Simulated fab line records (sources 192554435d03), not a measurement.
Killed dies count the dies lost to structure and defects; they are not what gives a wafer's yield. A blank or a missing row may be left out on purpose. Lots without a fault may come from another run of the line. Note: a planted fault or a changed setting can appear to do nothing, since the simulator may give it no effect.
Split-lot trial + flow n5Finfet + 21 wafers read across 7 lots, on a route 1938 steps long

== SPLIT DETAILS ==
At N5_DUMMY_GATE_COAT_28 (time 60 s, resist thk 10 nm), the setting spinRpm was moved away from the recipe's 1500 rpm on 8 of the 21 wafers read, by -10.9% to +9.7%. For the rest of the wafers, this setting stayed at what the recipe calls for.

Reading taken at the split's own step.

== THE READING ==
underlayer_of_DUMMY_GATE_COAT_28.thkNm (the simulator's own value, which no gauge read), in nm, at N5_DUMMY_GATE_COAT_28 (time 60 s, resist thk 10 nm). The file gives no usual value for it.

| wafer  | tool, chamber at the split | spinRpm as run, rpm | against the recipe | underlayer_of_DUMMY_GATE_COAT_28.thkNm, nm | against lot-mates on the recipe |
|--------|----------------------------|---------------------|--------------------|--------------------------------------------|---------------------------------|
| L078.1 | lithoTrack-02, 0           | 1500                | recipe             | 10                                         | -                               |
| L078.4 | lithoTrack-02, 0           | 1500                | recipe             | 10                                         | -                               |
| L078.5 | lithoTrack-02, 0           | 1500                | recipe             | 10                                         | -                               |
| L081.4 | lithoTrack-02, 0           | 1419                | -5.4%              | 10.4                                       | +0.4                            |
| L081.6 | lithoTrack-02, 0           | 1419                | -5.4%              | 10.4                                       | +0.4                            |
| L081.5 | lithoTrack-02, 0           | 1500                | recipe             | 10                                         | -                               |
| L082.1 | lithoTrack-01, 0           | 1500                | recipe             | 10                                         | -                               |
| L082.2 | lithoTrack-01, 0           | 1500                | recipe             | 10                                         | -                               |
| L082.6 | lithoTrack-01, 0           | 1500                | recipe             | 10                                         | -                               |
| L085.2 | lithoTrack-04, 0           | 1645                | +9.7%              | 9.6                                        | -0.4                            |
| L085.6 | lithoTrack-04, 0           | 1645                | +9.7%              | 9.6                                        | -0.4                            |
| L085.5 | lithoTrack-04, 0           | 1500                | recipe             | 10                                         | -                               |
| L090.1 | lithoTrack-02, 0           | 1500                | recipe             | 10                                         | -                               |
| L090.3 | lithoTrack-02, 0           | 1500                | recipe             | 10                                         | -                               |
| L090.5 | lithoTrack-02, 0           | 1440                | -4.0%              | 10.2                                       | +0.2                            |
| L091.3 | lithoTrack-04, 0           | 1500                | recipe             | 10                                         | -                               |
| L091.4 | lithoTrack-04, 0           | 1500                | recipe             | 10                                         | -                               |
| L091.6 | lithoTrack-04, 0           | 1337                | -10.9%             | 10.6                                       | +0.6                            |
| L094.1 | lithoTrack-02, 0           | 1500                | recipe             | 10                                         | -                               |
| L094.2 | lithoTrack-02, 0           | 1544                | +2.9%              | 9.8                                        | -0.2                            |
| L094.4 | lithoTrack-02, 0           | 1544                | +2.9%              | 9.8                                        | -0.2                            |

FIT RESULTS
A straight line over all 21 wafers: underlayer_of_DUMMY_GATE_COAT_28.thkNm changes by -0.0518 nm for each +1% of spinRpm; r = -0.98; the points scatter about the line by 0.051 nm.
The same after taking each lot's own level away (the mean of its wafers on the recipe; 21 wafers): -0.0518 nm for each +1%; r = -0.98; scatter 0.051 nm.
Per that fit: largest spinRpm move, reading shift of 0.56 nm.
The lots' own levels span 10.00 to 10.00 nm.
So the lot-to-lot level changes the slope little: the two slopes agree.
Check: for one of the wafers moved furthest among these (-10.9%), held out of the fit, the line's prediction against its lot-mates is +0.571 nm. Against them it came out at +0.6 nm.

== ADDITIONAL SPLITS CARRIED BY THESE WAFERS ==
These wafers also went through other splits before the reading. Each is held against what the fit with the lots' levels taken away leaves over:
| other split on the same wafers | wafers away from the commonest value | r with underlayer_of_DUMMY_GATE_COAT_28.thkNm (lot level and that fit taken away) |
|--------------------------------|--------------------------------------|-----------------------------------------------------------------------------------|
| N5_ZERO_LAYER_COAT_05 spinRpm  | 3                                    | +0.07                                                                             |
| N5_ZERO_LAYER_PEB_09 pebTimeS  | as run: not given for these wafers   | -                                                                                 |
| N5_WELL_APT_EXPOSE_05 doseMj   | 7                                    | -0.04                                                                             |
| N5_WELL_APT_COAT_19 spinRpm    | 8                                    | -0.50                                                                             |
| N5_DUMMY_GATE_COAT_35 spinRpm  | 6                                    | -0.46                                                                             |

== FILE'S OWN FIT ==
underlayer_of_DUMMY_GATE_COAT_28.thkNm changes by -0.0525 nm for each +1% of spinRpm, r = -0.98.
